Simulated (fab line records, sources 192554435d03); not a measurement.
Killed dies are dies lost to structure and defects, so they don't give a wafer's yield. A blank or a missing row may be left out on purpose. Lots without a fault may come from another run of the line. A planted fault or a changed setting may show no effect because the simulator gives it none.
fab line records | flow n5_finfet
record lots=7 wafers=21
route steps=1938 shown PASSIVATION@1901
start_h: hours from the record's first day to the start of the lot's first wafer shown | wait_h: hours since the lot's step before | " the same as in the row above | L1.1+2: a row that stands for several wafers | - no value, or no start given | * or withheld: withheld | < > ~ a bound
route shown NAME@n: a module of which the file shows steps, and the number in the route of the first | usual: mean/standard deviation of fault-free wafers | same: alike in all rows | chamber/n: place in a boat | sites: the reading at each site | _std_site: their standard deviation | _edge_site: outer sites' mean less inner sites' | radius_mm: how far each site lies from the wafer's centre | mask NAME#n: copy n | behind: the tool/chamber that last shaped the wafer | hold: why the lot was held/for how many hours/how that ended | device: the transistor (n, p or np) that didn't switch | end of line: the same wafers' tests at the end of the route | a step without rows: its recipe alone | killed: dies lost to structure and defects at the first sort, not the wafer's yield | map: a wafer's dies, x killed, . not, _ none there
set.NAME: the setting as run; set.NAME@STEP: as run at that earlier step | model.NAME: the simulator's own value behind a step, which no gauge read
lots whose settings were changed on purpose; a table a step, a row a wafer
## steps
# step N5_PASSIVATION_EXPOSE_27
# recipe mask_id=PAD na=0.55 source_shape=conventional sigma_outer=0.8 polarization=unpolarized defocus_nm=0 dose_mj=32.3
# columns lot.wafer tool chamber start_h wait_h mask set.dose_mj
L074.4+5 krf_scanner-02 0 309.52 - PAD#0 31.07
L074.6 " 0 " " PAD#0 32.3
L075.2 krf_scanner-02 0 332.25 - PAD#0 30.69
L075.3+6 " 0 " " PAD#0 32.3
L078.2+4 krf_scanner-02 0 342.98 - PAD#0 31.34
L078.6 " 0 " " PAD#0 32.3
L080.1+4 krf_scanner-01 0 358.92 - PAD#0 31.05
L080.5 " 0 " " PAD#0 32.3
L084.3+4+5 krf_scanner-02 0 364.11 - PAD#0 32.3
L088.1+3 krf_scanner-01 0 390.47 - PAD#0 32.3
L088.4 " 0 " " PAD#0 30.67
L096.1 krf_scanner-01 0 457.63 - PAD#0 32.3
L096.2+6 " 0 " " PAD#0 34.01
# step N5_PASSIVATION_PEB_28
# recipe peb_temp_c=withheld peb_time_s=*
# step N5_PASSIVATION_DEVELOP_29
# recipe develop_time_s=60 rinse_liquid=diw dry=air_spin dev_temp_c=21
# step N5_PASSIVATION_HARDBAKE_31
# recipe temp_c=130 time_s=120
# step N5_PASSIVATION_CD_MEAS_30
# recipe target_cd_nm=4000 landing_energy_ev=500 detector=se_inlens polarity=opening
# usual cd_nm=3999.8/1.5
# columns lot.wafer tool chamber start_h wait_h set.dose_mj@PASSIVATION_EXPOSE_27 cd_nm
L074.4 cd_sem-02 0 309.68 - 31.07 3991.6
L074.5 " 0 " " 31.07 3992.8
L074.6 " 0 " " 32.3 4000.1
L075.2 cd_sem-02 0 332.42 - 30.69 3989.5
L075.3 " 0 " " 32.3 4000.2
L075.6 " 0 " " 32.3 3999.8
L078.2 cd_sem-01 0 343.15 - 31.34 3994.2
L078.4 " 0 " " 31.34 3996.2
L078.6 " 0 " " 32.3 3999.9
L080.1 cd_sem-03 0 359.09 - 31.05 3992.4
L080.4 " 0 " " 31.05 3991.6
L080.5 " 0 " " 32.3 3998.6
L084.3 cd_sem-02 0 364.27 - 32.3 4000.5
L084.4 " 0 " " 32.3 3998.7
L084.5 " 0 " " 32.3 3999.6
L088.1 cd_sem-03 0 390.65 - 32.3 3996.9
L088.3 " 0 " " 32.3 3999.5
L088.4 " 0 " " 30.67 3991.2
L096.1 cd_sem-03 0 457.81 - 32.3 4001.0
L096.2 " 0 " " 34.01 4008.3
L096.6 " 0 " " 34.01 4009.0
# step N5_PASSIVATION_SRD_72
# recipe dry=ipa_marangoni time_s=30 temp_c=23 rinse_liquid=diw
# step N5_PASSIVATION_ANNEAL_56
# recipe temp_c=400 time_s=1800 ambient=FGA idle_temp_c=300 ramp_up_c_per_min=5 ramp_down_c_per_min=3
# step N5_PASSIVATION_PROBE_49
# usual defect_limited_yield=91.2/1.3 killed_at_M0_to_M3=34/9.2 killed_at_M4_up=14/5 killed_at_contacts=13/6.7 killed_at_front_end=39/12 killed_at_other=4/3.3 killed_dies=104/15 killed_open=68/12 killed_short=34/7.5 sort_bin_5_function=5.2/0.87 sort_bin_6_memory=3.3/0.63 sort_n_pass=1076/15 sort_yield_pct=91.2/1.3
# same gross_dies=1180 killed_at_back_side=0 sort_bin_4_leakage[%]=0 sort_bin_8_speed[%]=0
# columns lot.wafer tool chamber start_h wait_h set.dose_mj@PASSIVATION_EXPOSE_27 defect_limited_yield[%] killed_at_M0_to_M3 killed_at_M4_up killed_at_contacts killed_at_front_end killed_at_other killed_dies killed_open killed_short sort_bin_5_function[%] sort_bin_6_memory[%] sort_n_pass sort_yield_pct[%]
L074.4 prober-01 - 316.29 0.2 31.07 69.1 37 264 12 51 1 365 57 50 17.8 11.1 815 69.1
L074.5 prober-01 - 316.34 0.2 31.07 67.9 65 269 8 34 3 379 64 53 17.8 11.8 801 67.9
L074.6 prober-01 - 316.39 0.3 32.3 90.8 31 12 12 50 4 109 69 39 5.4 3.4 1071 90.8
L075.2 prober-02 - 337.41 0.1 30.69 90.6 30 34 16 29 2 111 56 27 6.3 2.9 1069 90.6
L075.3 prober-02 - 337.46 0.1 32.3 93.4 34 9 8 25 2 78 52 25 3.5 3.0 1102 93.4
L075.6 prober-02 - 337.61 0.3 32.3 90.8 36 22 21 26 3 108 66 26 6.1 2.9 1072 90.8
L078.2 prober-02 - 348.86 0.1 31.34 90.2 42 15 8 43 8 116 58 33 6.4 3.1 1064 90.2
L078.4 prober-02 - 348.96 0.2 31.34 86.5 44 26 27 60 2 159 94 37 9.3 3.9 1021 86.5
L078.6 prober-02 - 349.06 0.3 32.3 88.7 37 20 7 62 7 133 74 27 6.9 3.3 1047 88.7
L080.1 prober-02 - 364.77 0.0 31.05 86.1 32 86 7 36 3 164 50 36 8.5 4.8 1016 86.1
L080.4 prober-02 - 364.92 0.2 31.05 83.3 38 81 16 61 1 197 88 43 8.9 7.1 983 83.3
L080.5 prober-02 - 364.97 0.2 32.3 89.9 30 28 24 34 3 119 79 33 5.4 3.6 1061 89.9
L084.3 prober-01 - 369.58 0.1 32.3 92.2 24 12 6 46 4 92 65 27 4.9 2.5 1088 92.2
L084.4 prober-01 - 369.63 0.2 32.3 91.8 26 15 12 44 0 97 68 27 4.5 3.5 1083 91.8
L084.5 prober-01 - 369.68 0.2 32.3 93.7 23 14 1 33 3 74 53 17 3.1 3.1 1106 93.7
L088.1 prober-02 - 395.81 0.0 32.3 92.4 33 9 20 28 0 90 53 33 4.4 2.9 1090 92.4
L088.3 prober-02 - 395.91 0.1 32.3 89.2 36 39 15 37 0 127 56 36 6.2 4.3 1053 89.2
L088.4 prober-02 - 395.96 0.2 30.67 92.3 26 8 22 29 6 91 63 26 4.4 3.1 1089 92.3
L096.1 prober-02 - 463.50 0.0 32.3 91.6 43 19 11 21 5 99 63 35 4.7 3.6 1081 91.6
L096.2 prober-02 - 463.55 0.1 34.01 89.2 42 16 17 49 3 127 75 42 6.2 3.4 1053 89.2
L096.6 prober-02 - 463.75 0.3 34.01 89.8 36 28 17 38 1 120 79 33 5.8 3.9 1060 89.8
# killed by level:class
L074.4 BEOL_M4:area_expose=254 BEOL_M3:geometric_particle:short=15 FIN_SAQP:geometric_particle:short=14 FIN_SAQP:geometric_particle:open=10 MOL_CONTACT_COAG:geometric_particle:open=9 STI_FIN_REVEAL:geometric_particle:open=8 BEOL_M3:geometric_particle:open=5 DUMMY_GATE:geometric_particle:open=4
L074.5 BEOL_M4:area_expose=253 BEOL_M3:geometric_particle:short=14 BEOL_M3:geometric_particle:open=12 BEOL_M2:geometric_particle:short=10 BEOL_M4:geometric_particle:open=9 BEOL_M0_SAQP:geometric_particle:open=8 BEOL_M2:geometric_particle:open=7 HKMG_FIN:area_etch=7
L074.6 FIN_SAQP:geometric_particle:open=17 FIN_SAQP:geometric_particle:short=14 STI_FIN_REVEAL:geometric_particle:open=7 MOL_CONTACT_COAG:geometric_particle:open=7 BEOL_M1:geometric_particle:open=6 BEOL_M4:geometric_particle:open=6 STARTING-WAFER:geometric_particle:open=5 MOL_CONTACT_COAG:geometric_particle:short=5
L075.2 BEOL_M7:area_etch=25 MOL_CONTACT_COAG:geometric_particle:open=11 BEOL_M2:geometric_particle:open=9 FIN_SAQP:geometric_particle:short=5 DUMMY_GATE:geometric_particle:open=5 MOL_CONTACT_COAG:geometric_particle:short=5 BEOL_M0_SAQP:geometric_particle:open=5 BEOL_M0_SAQP:geometric_particle:short=5
L075.3 FIN_SAQP:geometric_particle:open=7 MOL_CONTACT_COAG:geometric_particle:open=7 BEOL_M2:geometric_particle:open=7 BEOL_M0_SAQP:geometric_particle:short=5 DUMMY_GATE:geometric_particle:open=4 GATE_CUT:geometric_particle:short=4 BEOL_M0_SAQP:geometric_particle:open=4 BEOL_M0:geometric_particle:open=4
L075.6 MOL_CONTACT_COAG:geometric_particle:open=18 BEOL_M0_SAQP:geometric_particle:open=12 BEOL_M0_SAQP:geometric_particle:short=8 BEOL_M12:area_peb=8 FIN_SAQP:geometric_particle:open=7 GATE_CUT:geometric_particle:short=6 BEOL_M3:geometric_particle:open=5 BEOL_M4:geometric_particle:open=5
L078.2 WELL_APT:area_peb=21 BEOL_M0_SAQP:geometric_particle:open=10 BEOL_M0_SAQP:geometric_particle:short=8 BEOL_M2:geometric_particle:open=8 MOL_CONTACT_COAG:geometric_particle:open=6 BEOL_M5:geometric_particle:open=6 STARTING-WAFER:geometric_particle:short=6 BEOL_M1:geometric_particle:short=5
L078.4 WELL_APT:area_peb=25 MOL_CONTACT_COAG:geometric_particle:open=18 STI_FIN_REVEAL:geometric_particle:open=13 BEOL_M4:geometric_particle:open=10 MOL_CONTACT_COAG:geometric_particle:short=9 BEOL_M0_SAQP:geometric_particle:open=9 BEOL_M3:geometric_particle:open=8 BEOL_M0_SAQP:geometric_particle:short=7
L078.6 WELL_APT:area_peb=18 BEOL_M2:geometric_particle:open=13 STI_FIN_REVEAL:geometric_particle:open=12 HKMG_FIN:area_etch=9 GATE_CUT:geometric_particle:open=7 MOL_CONTACT_COAG:geometric_particle:open=7 BEOL_M4:geometric_particle:open=6 BEOL_M0_SAQP:geometric_particle:open=5
L080.1 BEOL_M4:area_expose=77 FIN_SAQP:geometric_particle:short=11 FIN_SAQP:geometric_particle:open=7 BEOL_M2:geometric_particle:open=7 BEOL_M3:geometric_particle:open=6 MOL_CONTACT_COAG:geometric_particle:open=6 STI_FIN_REVEAL:geometric_particle:open=5 BEOL_M0_SAQP:geometric_particle:open=5
L080.4 BEOL_M4:area_expose=64 FIN_SAQP:geometric_particle:short=18 DUMMY_GATE:geometric_particle:open=14 BEOL_M2:geometric_particle:open=14 MOL_CONTACT_COAG:geometric_particle:open=13 BEOL_M4:geometric_particle:open=10 FIN_SAQP:geometric_particle:open=7 BEOL_M1:geometric_particle:open=6
L080.5 BEOL_M4:geometric_particle:open=15 MOL_CONTACT_COAG:geometric_particle:open=13 FIN_SAQP:geometric_particle:short=9 BEOL_M3:geometric_particle:open=8 FIN_SAQP:geometric_particle:open=7 BEOL_M0_SAQP:geometric_particle:short=7 MOL_CONTACT_COAG:area_ald=7 DUMMY_GATE:geometric_particle:open=6
L084.3 FIN_SAQP:geometric_particle:open=17 STI_FIN_REVEAL:geometric_particle:open=10 BEOL_M1:geometric_particle:open=8 MOL_CONTACT_COAG:geometric_particle:open=5 BEOL_M0_SAQP:geometric_particle:short=5 BEOL_M4:geometric_particle:open=5 BEOL_M4:geometric_particle:short=4 FIN_SAQP:geometric_particle:short=3
L084.4 FIN_SAQP:geometric_particle:open=18 MOL_CONTACT_COAG:geometric_particle:open=10 FIN_SAQP:geometric_particle:short=8 BEOL_M0_SAQP:geometric_particle:short=8 BEOL_M0_SAQP:geometric_particle:open=7 BEOL_M1:geometric_particle:open=7 BEOL_M4:geometric_particle:open=6 STARTING-WAFER:geometric_particle:open=4
L084.5 BEOL_M4:geometric_particle:open=9 FIN_SAQP:geometric_particle:open=6 BEOL_M0_SAQP:geometric_particle:open=6 FIN_SAQP:geometric_particle:short=5 BEOL_M1:geometric_particle:open=5 STARTING-WAFER:geometric_particle:open=5 STARTING-WAFER:geometric_particle:short=5 GATE_CUT:geometric_particle:open=4
L088.1 MOL_CONTACT_COAG:geometric_particle:open=14 BEOL_M0_SAQP:geometric_particle:short=9 FIN_SAQP:geometric_particle:short=8 BEOL_M0_SAQP:geometric_particle:open=7 FIN_SAQP:geometric_particle:open=5 STI_FIN_REVEAL:geometric_particle:open=5 BEOL_M1:geometric_particle:open=5 MOL_CONTACT_COAG:geometric_particle:short=4
L088.3 BEOL_M4:area_expose=31 FIN_SAQP:geometric_particle:open=9 MOL_CONTACT_COAG:geometric_particle:open=9 BEOL_M1:geometric_particle:open=9 FIN_SAQP:geometric_particle:short=8 BEOL_M0_SAQP:geometric_particle:short=8 STI_FIN_REVEAL:geometric_particle:open=5 MOL_CONTACT_COAG:geometric_particle:short=5
L088.4 MOL_CONTACT_COAG:geometric_particle:open=20 FIN_SAQP:geometric_particle:open=9 BEOL_M0_SAQP:geometric_particle:open=8 BEOL_M1:geometric_particle:open=6 STI_FIN_REVEAL:geometric_particle:open=4 BEOL_M0_SAQP:geometric_particle:short=4 PAD_METAL:geometric_particle:short=4 STARTING-WAFER:geometric_particle:short=3
L096.1 BEOL_M2:geometric_particle:open=11 MOL_CONTACT_COAG:geometric_particle:open=9 BEOL_M0_SAQP:geometric_particle:short=9 BEOL_M4:geometric_particle:open=9 BEOL_M0_SAQP:geometric_particle:open=8 FIN_SAQP:geometric_particle:short=6 BEOL_M0:geometric_particle:open=5 BEOL_M3:geometric_particle:open=5
L096.2 MOL_CONTACT_COAG:geometric_particle:open=13 BEOL_M0_SAQP:geometric_particle:short=12 STI_FIN_REVEAL:geometric_particle:open=8 BEOL_M0_SAQP:geometric_particle:open=7 GATE_CUT:geometric_particle:open=6 BEOL_M2:geometric_particle:open=6 BEOL_M4:geometric_particle:open=6 BEOL_M0:geometric_particle:open=5
L096.6 MOL_CONTACT_COAG:geometric_particle:open=16 BEOL_M4:geometric_particle:open=13 BEOL_M0_SAQP:geometric_particle:short=12 DUMMY_GATE:geometric_particle:open=9 BEOL_M0_SAQP:geometric_particle:open=7 FIN_SAQP:geometric_particle:short=6 BEOL_M3:geometric_particle:open=6 FIN_SAQP:geometric_particle:open=5
## key
split step=N5_PASSIVATION_EXPOSE_27 setting=dose_mj stated=32.3 by=wafer
response step=N5_PASSIVATION_CD_MEAS_30 reading=cd_nm change=+1.7 per=1% r=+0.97
response step=N5_PASSIVATION_PROBE_49 reading=killed_at_M4_up shape=bent at_lowest=8 at_stated=18 at_highest=22
